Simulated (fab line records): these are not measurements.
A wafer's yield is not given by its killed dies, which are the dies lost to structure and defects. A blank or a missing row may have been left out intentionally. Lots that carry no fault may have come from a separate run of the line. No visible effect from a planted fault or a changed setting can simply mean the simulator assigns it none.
Which of the tools did it?    flow nand_harc    7 lots with 21 wafers sampled at 3 steps, on a route of 1159 steps

## WHAT THE GAUGES READ, wafer by wafer
NHARC_A_BONDPAD_OVL_MEAS_35.
lot   measured      on          overlay_x_nm (nm)
L947  day 18 13:52  overlay-02  -2 -2 -1
L951  day 19 08:56  overlay-01  3 3 3
L956  day 20 18:52  overlay-01  -3
L962  day 21 13:32  overlay-01  3 3 3
L963  day 22 04:44  overlay-02  6 6 6
L967  day 23 04:30  overlay-02  -4 -4 -3
L968  day 23 08:05  overlay-02  -1 -1 -1

## TOOL THAT RAN EACH LOT (tool first, then ch and the chambers of the sampled wafers, then the start)
lot   NHARC_P_GATE_DEVELOP_45            NHARC_A_M1_DEGAS_29
L947  litho_track-02 ch 0, day 5 18:00   pvd_sputter-01, day 18 10:07
L951  litho_track-03 ch 0, day 6 09:00   pvd_sputter-03, day 19 05:16
L956  litho_track-05 ch 0, day 8 00:00   pvd_sputter-01, day 20 15:18
L962  litho_track-02 ch 0, day 9 03:00   pvd_sputter-02, day 21 09:55
L963  litho_track-03 ch 0, day 9 16:00   pvd_sputter-02, day 22 01:10
L967  litho_track-03 ch 0, day 10 07:00  pvd_sputter-02, day 23 01:04
L968  litho_track-05 ch 0, day 10 18:00  pvd_sputter-03, day 23 03:58
- NHARC_P_GATE_DEVELOP_45: time 70 s.
- NHARC_A_M1_DEGAS_29: time 60 s.

## THE ANSWER, worked out from the rows above alone
Rule: usual is defined by the lots themselves. Put in order of their means at a reading, lots are off if they are a third of the lots or fewer, leave a main group of 4 or more, and stand apart from it by a gap of 3 or more times the standard deviation of the main group's means; of several such gaps the widest counts. A main group whose means are all the same, to the digits that the tables above print for the reading, isn't used. Also off: a lot with no number at a reading for which 4 or more lots have one. The other lots that the step has rows for count as sound.
No lot is off on any of the readings shown, so nothing can be concluded from this.

## WHAT THE SIMULATOR HAD PUT IN
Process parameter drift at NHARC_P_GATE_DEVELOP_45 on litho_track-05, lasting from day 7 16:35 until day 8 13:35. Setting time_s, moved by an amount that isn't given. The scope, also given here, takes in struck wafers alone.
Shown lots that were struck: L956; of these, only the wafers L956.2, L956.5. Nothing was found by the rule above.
